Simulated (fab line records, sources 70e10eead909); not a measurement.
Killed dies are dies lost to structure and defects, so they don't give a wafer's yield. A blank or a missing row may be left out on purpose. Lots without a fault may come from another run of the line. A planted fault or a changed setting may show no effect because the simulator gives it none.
fab line records | flow nand_harc
record lots=6 wafers=18 last_day=23
route steps=1159 shown A_WL_FILL@810 END@1159
lots that met no fault: from a run of the same line without faults
start_h: hours from the record's first day to the start of the lot's first wafer shown | wait_h: hours since the lot's step before | " the same as in the row above | L1.1+2: a row that stands for several wafers | - no value, or no start given | * or withheld: withheld | < > ~ a bound
route shown NAME@n: a module of which the file shows steps, and the number in the route of the first | usual: mean/standard deviation of fault-free wafers | same: alike in all rows | chamber/n: place in a boat | sites: the reading at each site | _std_site: their standard deviation | _edge_site: outer sites' mean less inner sites' | radius_mm: how far each site lies from the wafer's centre | mask NAME#n: copy n | behind: the tool/chamber that last shaped the wafer | hold: why the lot was held/for how many hours/how that ended | device: the transistor (n, p or np) that didn't switch | end of line: the same wafers' tests at the end of the route | a step without rows: its recipe alone | killed: dies lost to structure and defects at the first sort, not the wafer's yield | map: a wafer's dies, x killed, . not, _ none there
set.NAME: the setting as run; set.NAME@STEP: as run at that earlier step | model.NAME: the simulator's own value behind a step, which no gauge read
lots at some steps of the route; a table a step, a row a wafer
services: from which hour (start_h, from the record's first day; less than 0 if before it) a tool's chamber was out of use, for how many hours, and why
## steps
# step NHARC_A_WL_FILL_RTA_01
# recipe temp_c=1000 time_s=5
# usual lamp_power_pct=26.9/2.5 lamp_zone_2_pct=26.9/2.5 wafer_temp_C_max=1007.0/1.5
# columns lot.wafer tool chamber start_h wait_h lamp_power_pct lamp_zone_2_pct wafer_temp_C_max
L154.2 rtp_anneal-01 0 377.57 - 24.8 24.8 1006.1
L154.3 " 0 " " 24.8 24.8 1005.6
L154.4 " 0 " " 24.8 24.8 1005.6
L157.2 rtp_anneal-01 0 397.12 - 24.8 24.8 1006.9
L157.3 " 0 " " 24.8 24.8 1008.3
L157.5 " 0 " " 24.8 24.8 1005.7
L159.1 rtp_anneal-01 0 397.26 0.4 24.8 24.8 1004.7
L159.3 " 0 " " 24.8 24.8 1006.0
L159.4 " 0 " " 24.8 24.8 1005.9
L162.1 rtp_anneal-02 0 427.92 - 29.9 29.9 1009.1
L162.2 " 0 " " 29.9 29.8 1009.7
L162.5 " 0 " " 29.8 29.9 1007.7
L163.2 rtp_anneal-02 0 431.04 - 29.9 29.9 1007.2
L163.3 " 0 " " 29.9 29.9 1009.7
L163.4 " 0 " " 29.9 29.8 1008.1
L168.2 rtp_anneal-02 0 444.91 - 29.9 29.9 1007.8
L168.3 " 0 " " 29.8 29.9 1006.9
L168.4 " 0 " " 29.9 29.9 1007.4
# step NHARC_A_WL_FILL_ALD_02
# recipe target_thk_a=20 pulse_time_s=3 ald_cycles=100 temp_c=450 material=TiN
# usual heater_power_outer_w=677/79 heater_power_w=1076/110 precursor_pulse_height_rel=1.001/0.021
# same ald_cycles=100
# columns lot.wafer tool chamber start_h wait_h heater_power_outer_w heater_power_w precursor_pulse_height_rel
L154.4 ald_metal-03 3 377.76 0.1 718 1130 1.037
L154.2 " 0 " " 633 1055 1.015
L154.3 " 2 " " 563 934 0.988
L157.2 ald_metal-03 2 397.31 0.2 567 912 0.986
L157.3 " 3 " " 705 1116 0.992
L157.5 " 3 " " 709 1121 0.970
L159.1 ald_metal-01 3 397.50 0.2 736 1164 0.963
L159.4 " 0 " " 725 1090 1.016
L159.3 " 1 " " 574 934 1.002
L162.1 ald_metal-03 1 428.14 0.2 592 930 1.004
L162.2 " 2 " " 550 905 1.017
L162.5 " 1 " " 581 910 0.971
L163.2 ald_metal-04 3 431.23 0.2 699 1189 1.036
L163.3 " 0 " " 627 1074 0.971
L163.4 " 2 " " 646 949 1.026
L168.3 ald_metal-04 1 445.17 0.2 849 1222 1.000
L168.4 " 2 " " 655 922 0.986
L168.2 " 3 " " 679 1190 0.964
# step NHARC_A_WL_FILL_CVD_03
# recipe target_thk_a=400 temp_c=300 pressure_torr=40 wf6_flow_sccm=40 h2_flow_sccm=1600 ar_flow_sccm=1560 time_s=3302 material=W
# usual heater_power_w=485/23 throttle_valve_pct=7.84/0.26
# columns lot.wafer tool chamber start_h wait_h heater_power_w throttle_valve_pct
L154.2 cvd_w-01 1 383.98 5.8 489 7.86
L154.3 " 0 " " 484 7.61
L154.4 " 1 " " 499 8.39
L157.2 cvd_w-02 0 398.79 1.1 443 7.67
L157.3 " 1 " " 505 8.03
L157.5 " 0 400.68 3.0 455 7.84
L159.1 cvd_w-02 1 401.15 3.3 528 8.19
L159.3 " 1 " " 529 8.15
L159.4 " 0 " " 458 7.44
L162.2 cvd_w-01 1 428.57 0.1 483 7.99
L162.1 " 0 " " 474 7.53
L162.5 " 1 430.47 1.9 496 7.81
L163.2 cvd_w-02 1 432.39 0.8 526 8.26
L163.4 " 0 " " 455 7.95
L163.3 " 1 " " 523 8.52
L168.2 cvd_w-02 0 448.65 3.1 455 7.92
L168.3 " 1 " " 511 8.32
L168.4 " 0 " " 445 7.55
# step NHARC_A_WL_FILL_ETCHBACK_04
# recipe target_depth_a=600 time_s=120 chemistry=NF3
# step NHARC_A_WL_FILL_ETCHBACK_05
# recipe target_depth_a=220 time_s=60 temp_c=40 chemistry=Cl2/BCl3
# usual drypump_motor_current_A=5.27/0.17 oes_product_au=1.002/0.01 temp_c=39.98/0.13
# columns lot.wafer tool chamber start_h wait_h drypump_motor_current_A oes_product_au rf_hours_counter_h temp_c
L154.2 rie_metal-01 0 387.10 0.2 5.22 1.000 1.7 39.99
L154.4 " 1 " " 5.08 1.007 - 39.97
L154.3 " 0 " " 5.24 0.996 - 39.93
L157.2 rie_metal-01 0 401.87 0.2 5.20 0.997 2.1 39.74
L157.3 " 1 " " 5.04 1.005 - 40.13
L157.5 " 1 " " 5.06 1.004 - 39.93
L159.1 rie_metal-03 1 404.70 0.2 5.48 1.029 4.1 40.01
L159.3 " 0 " " 5.33 1.024 - 39.93
L159.4 " 1 " " 5.49 1.022 - 40.02
L162.1 rie_metal-01 0 432.14 0.2 5.22 1.008 2.8 40.18
L162.2 " 1 " " 5.05 1.001 2.8 40.01
L162.5 " 1 " " 5.05 1.000 - 39.94
L163.2 rie_metal-01 1 435.49 0.2 5.11 0.997 3.1 40.10
L163.4 " 1 " " 5.09 0.999 - 39.75
L163.3 " 0 " " 5.24 0.996 - 39.94
L168.2 rie_metal-03 0 451.79 0.2 5.34 1.001 5.3 40.00
L168.4 " 0 " " 5.34 1.002 - 39.99
L168.3 " 1 " " 5.47 1.009 - 39.93
# step NHARC_A_WL_FILL_STRIP_27
# recipe power_w=1500 temp_c=250 time_s=20 chemistry=N2/H2
# step NHARC_A_WL_FILL_STRIP_28
# recipe time_s=1200 temp_c=72.5 chemistry=post_etch_residue_remover
# step NHARC_A_WL_FILL_PRECLEAN_06
# recipe time_s=300 chemistry=DIW
# step NHARC_A_WL_FILL_SRD_07
# step NHARC_A_WL_FILL_ANNEAL_08
# recipe temp_c=450 time_s=1800
# step NHARC_A_WL_FILL_ALD_10
# recipe target_thk_a=500 pulse_time_s=10 ald_cycles=500 temp_c=300 material=SiO2
# usual ald_cycles=500/0 heater_power_outer_w=261/32 heater_power_w=464/68 precursor_pulse_height_rel=0.998/0.02
# columns lot.wafer tool chamber start_h wait_h ald_cycles heater_power_outer_w heater_power_w precursor_pulse_height_rel
L154.4 ald_hk-01 1 390.62 1.1 500 270 472 1.007
L154.3 " 2 391.66 2.1 500 257 467 0.969
L154.2 " 3 392.70 3.2 500 246 433 1.044
L159.1 ald_hk-01 1 408.92 0.1 - - - -
L159.3 " 2 " " - - - -
L159.4 " 3 " " - - - -
L157.2 ald_hk-04 2 409.44 0.6 - - - -
L157.3 " 0 410.49 1.6 - - - -
L157.5 " 1 " " - - - -
L162.2 ald_hk-04 0 438.04 0.6 500 281 490 1.009
L162.1 " 2 439.07 1.6 500 246 434 1.009
L162.5 " 0 440.09 2.6 500 278 487 0.981
L163.3 ald_hk-04 3 440.77 0.1 500 232 398 0.992
L163.4 " 0 " " 500 280 498 1.011
L163.2 " 2 442.33 1.6 500 248 449 1.004
L168.4 ald_hk-04 0 456.30 1.8 500 280 507 0.982
L168.2 " 1 " " 500 286 469 0.983
L168.3 " 2 " " 500 250 440 1.010
# step NHARC_A_WL_FILL_ETCHBACK_16
# recipe target_depth_a=880 time_s=17.6 c4f8_flow_sccm=withheld o2_flow_sccm=8 ar_flow_sccm=withheld rf_w=600 bias_w=800 chemistry=C4F8/O2/Ar
# usual oes_product_au=0.98/0.032 rf_vpp_V=723/4.7
# columns lot.wafer tool chamber start_h wait_h oes_product_au rf_hours_counter_h rf_vpp_V
L154.2 rie_diel-09 1 - - 0.99 11 717
L154.3 " 3 " " 1.01 10 728
L154.4 " 0 " " 1.00 11 730
L159.4 rie_diel-02 1 - - 0.96 3 727
L159.1 " 3 " " 0.96 3 721
L159.3 " 0 " " 0.98 3 719
L157.2 rie_diel-01 3 - - 1.00 2 726
L157.3 " 2 " " 1.00 2 719
L157.5 " 3 " " 1.01 - 726
L162.2 rie_diel-09 1 - - 1.00 0 719
L162.1 " 0 " " 1.00 0 729
L162.5 " 2 " " 1.01 - 722
L163.2 rie_diel-02 3 - - 1.00 4 722
L163.3 " 0 " " 1.01 4 720
L163.4 " 1 " " 1.00 4 727
L168.4 rie_diel-01 3 - - 1.00 3 726
L168.3 " 0 " " 1.00 3 717
L168.2 " 2 " " 1.00 3 719
# step NHARC_END_SORT_01
# recipe temp_c=25
# usual killed_at_array=31/12 killed_at_other=0.6/0.85 killed_at_periphery=3.0/2.3 killed_dies=35/12 killed_open=3.2/1.9 killed_short=1.8/1.4
# same gross_dies=677
# columns lot.wafer tool chamber start_h wait_h killed_at_array killed_at_other killed_at_periphery killed_dies killed_open killed_short
L159.1 prober-02 0 508.75 2.5 677 0 0 677 2 0
L159.3 prober-02 0 510.31 3.1 674 0 3 677 3 4
L159.4 prober-02 0 511.09 3.3 675 0 2 677 2 0
L157.2 prober-01 0 509.50 2.8 675 0 2 677 3 1
L157.3 prober-01 0 510.31 3.1 675 0 2 677 6 1
L157.5 prober-01 0 511.92 3.7 673 1 3 677 6 3
L168.2 prober-01 0 560.14 2.8 61 0 0 61 3 2
L168.3 prober-01 0 560.94 3.1 48 0 0 48 1 1
# killed by level:class
L159.1 A_WL_FILL:area_ald=661 A_CONTACT:chamber_film_flake=7 A_CHANNEL_HOLE_D1:chamber_film_flake=4 A_STAIRCASE:chamber_film_flake=3 A_CONTACT:geometric_particle:open=1 A_BLC:geometric_particle:open=1
L157.2 A_WL_FILL:area_ald=638 A_SLIT:chamber_film_flake=14 A_CHANNEL_HOLE_D1:chamber_film_flake=12 A_STAIRCASE:chamber_film_flake=3 A_WL_FILL:chamber_film_flake=2 A_CONTACT:chamber_film_flake=2 P_M0:geometric_particle:open=1 A_ONON_D1:geometric_particle:open=1
L157.3 A_WL_FILL:area_ald=636 A_CHANNEL_HOLE_D1:chamber_film_flake=18 A_SLIT:chamber_film_flake=13 A_CONTACT:geometric_particle:open=3 A_STAIRCASE:chamber_film_flake=2 P_M2:geometric_particle:open=1 P_M2:geometric_particle:short=1 A_CHANNEL_FILL_D1:geometric_particle:open=1
L159.3 A_WL_FILL:area_ald=657 A_CHANNEL_HOLE_D1:chamber_film_flake=5 A_STAIRCASE:chamber_film_flake=4 A_ONON_D1:geometric_particle:short=2 A_CONTACT:chamber_film_flake=2 P_CONTACT:geometric_particle:open=1 P_M0:geometric_particle:open=1 A_SOURCE_PLATE:geometric_particle:short=1
L159.4 A_WL_FILL:area_ald=653 A_CHANNEL_HOLE_D1:chamber_film_flake=7 A_CONTACT:chamber_film_flake=7 A_STAIRCASE:chamber_film_flake=4 A_SGD_CUT:chamber_film_flake=3 P_CONTACT:geometric_particle:open=1 A_M0:geometric_particle:open=1 P_GATE:chamber_film_flake=1
L157.5 A_WL_FILL:area_ald=627 A_CHANNEL_HOLE_D1:chamber_film_flake=18 A_SLIT:chamber_film_flake=16 A_CONTACT:geometric_particle:open=3 P_ZERO_WELL:chamber_film_flake=3 A_STAIRCASE:chamber_film_flake=3 A_SOURCE_PLATE:geometric_particle:short=1 A_ONON_D1:geometric_particle:open=1
L168.2 A_CHANNEL_HOLE_D1:chamber_film_flake=28 A_SLIT:chamber_film_flake=18 A_CHANNEL_FILL_D1:chamber_film_flake=3 A_CONTACT:chamber_film_flake=3 A_SGD_CUT:geometric_particle:open=2 A_ZERO_WELL:chamber_film_flake=2 A_SOURCE_PLATE:geometric_particle:short=1 A_CHANNEL_FILL_D1:geometric_particle:open=1
L168.3 A_CHANNEL_HOLE_D1:chamber_film_flake=26 A_SLIT:chamber_film_flake=11 A_CONTACT:chamber_film_flake=4 A_STAIRCASE:chamber_film_flake=3 A_CHANNEL_FILL_D1:geometric_particle:open=1 A_SLIT:geometric_particle:short=1 A_ZERO_WELL:chamber_film_flake=1 A_CHANNEL_FILL_D1:chamber_film_flake=1
# map L157.2 (x killed, . not)
____________x____________
_________xxxxxxx_________
_______xxxxxxxxxxx_______
______xxxxxxxxxxxxx______
_____xxxxxxxxxxxxxxx_____
____xxxxxxxxxxxxxxxxx____
____xxxxxxxxxxxxxxxxx____
___xxxxxxxxxxxxxxxxxxx___
___xxxxxxxxxxxxxxxxxxx___
__xxxxxxxxxxxxxxxxxxxxx__
__xxxxxxxxxxxxxxxxxxxxx__
_xxxxxxxxxxxxxxxxxxxxxxx_
_xxxxxxxxxxxxxxxxxxxxxxx_
_xxxxxxxxxxxxxxxxxxxxxxx_
_xxxxxxxxxxxxxxxxxxxxxxx_
_xxxxxxxxxxxxxxxxxxxxxxx_
xxxxxxxxxxxxxxxxxxxxxxxxx
xxxxxxxxxxxxxxxxxxxxxxxxx
xxxxxxxxxxxxxxxxxxxxxxxxx
xxxxxxxxxxxxxxxxxxxxxxxxx
xxxxxxxxxxxxxxxxxxxxxxxxx
_xxxxxxxxxxxxxxxxxxxxxxx_
_xxxxxxxxxxxxxxxxxxxxxxx_
_xxxxxxxxxxxxxxxxxxxxxxx_
_xxxxxxxxxxxxxxxxxxxxxxx_
_xxxxxxxxxxxxxxxxxxxxxxx_
__xxxxxxxxxxxxxxxxxxxxx__
__xxxxxxxxxxxxxxxxxxxxx__
___xxxxxxxxxxxxxxxxxxx___
___xxxxxxxxxxxxxxxxxxx___
____xxxxxxxxxxxxxxxxx____
____xxxxxxxxxxxxxxxxx____
_____xxxxxxxxxxxxxxx_____
______xxxxxxxxxxxxx______
_______xxxxxxxxxxx_______
_________xxxxxxx_________
____________x____________
# map L159.1 (x killed, . not)
____________x____________
_________xxxxxxx_________
_______xxxxxxxxxxx_______
______xxxxxxxxxxxxx______
_____xxxxxxxxxxxxxxx_____
____xxxxxxxxxxxxxxxxx____
____xxxxxxxxxxxxxxxxx____
___xxxxxxxxxxxxxxxxxxx___
___xxxxxxxxxxxxxxxxxxx___
__xxxxxxxxxxxxxxxxxxxxx__
__xxxxxxxxxxxxxxxxxxxxx__
_xxxxxxxxxxxxxxxxxxxxxxx_
_xxxxxxxxxxxxxxxxxxxxxxx_
_xxxxxxxxxxxxxxxxxxxxxxx_
_xxxxxxxxxxxxxxxxxxxxxxx_
_xxxxxxxxxxxxxxxxxxxxxxx_
xxxxxxxxxxxxxxxxxxxxxxxxx
xxxxxxxxxxxxxxxxxxxxxxxxx
xxxxxxxxxxxxxxxxxxxxxxxxx
xxxxxxxxxxxxxxxxxxxxxxxxx
xxxxxxxxxxxxxxxxxxxxxxxxx
_xxxxxxxxxxxxxxxxxxxxxxx_
_xxxxxxxxxxxxxxxxxxxxxxx_
_xxxxxxxxxxxxxxxxxxxxxxx_
_xxxxxxxxxxxxxxxxxxxxxxx_
_xxxxxxxxxxxxxxxxxxxxxxx_
__xxxxxxxxxxxxxxxxxxxxx__
__xxxxxxxxxxxxxxxxxxxxx__
___xxxxxxxxxxxxxxxxxxx___
___xxxxxxxxxxxxxxxxxxx___
____xxxxxxxxxxxxxxxxx____
____xxxxxxxxxxxxxxxxx____
_____xxxxxxxxxxxxxxx_____
______xxxxxxxxxxxxx______
_______xxxxxxxxxxx_______
_________xxxxxxx_________
____________x____________
## services
# columns tool chamber start_h hours kind
ald_metal-01 - 358.96 0.4 repair
rie_diel-02 0 361.20 - clean
ald_hk-04 - 369.42 10.0 pm
ald_hk-04 0 369.42 10.0 vent_cycle
ald_hk-04 1 369.42 10.0 vent_cycle
ald_hk-04 2 369.42 10.0 vent_cycle
ald_hk-04 3 369.42 10.0 vent_cycle
ald_metal-04 - 374.75 0.5 repair
cvd_w-02 - 377.20 13.0 pm
cvd_w-02 0 377.20 13.0 vent_cycle
cvd_w-02 1 377.20 13.0 vent_cycle
ald_hk-04 0 379.42 - clean
ald_hk-04 1 379.42 - clean
ald_hk-04 2 379.42 - clean
ald_hk-04 3 379.42 - clean
ald_metal-01 1 383.85 4.8 repair
cvd_w-02 0 390.20 - clean
cvd_w-02 1 390.20 - clean
ald_metal-04 - 406.00 10.0 pm
rie_diel-09 - 431.37 9.0 pm
ald_metal-03 2 445.00 52.5 repair
rie_diel-09 3 451.47 6.1 repair
rie_metal-03 - 453.00 9.0 pm
ald_metal-01 - 458.00 10.0 pm
## key
first_sign step=NHARC_A_WL_FILL_ALD_10 reading=tool_record direction=missing
effect step=NHARC_END_SORT_01 reading=killed_dies direction=up sigmas=56 usual=35 struck=677
more_kills_born_at NHARC_A_WL_FILL_ALD_10@ald_hk-01=1971 NHARC_A_WL_FILL_ALD_10@ald_hk-04=1901
met_at NHARC_A_WL_FILL_ALD_10
struck_wafers L157.2,L157.3,L157.5,L159.1,L159.3,L159.4
later_rows_left_out L157.2,L157.3,L157.5,L159.1,L159.3,L159.4
tester_left_out L157,L159
onset_between 390.62 408.92
fault kind=skipped_step_whole tool=ald_hk-01,ald_hk-04 chamber=- onset_h=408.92 steps=NHARC_A_WL_FILL_ALD_10 scope=struck_lots_only
# tester_left_out: of these lots the tester's yield and bins aren't shown, on N5 and GAA mostly nor the transistor test; their killed dies are dies lost to structure and defects alone, not to doping, threshold or leakage, so they don't give the yield
# later_rows_left_out: the simulator's readings of these wafers behind a module that went badly wrong aren't trusted and aren't shown, but for the sort
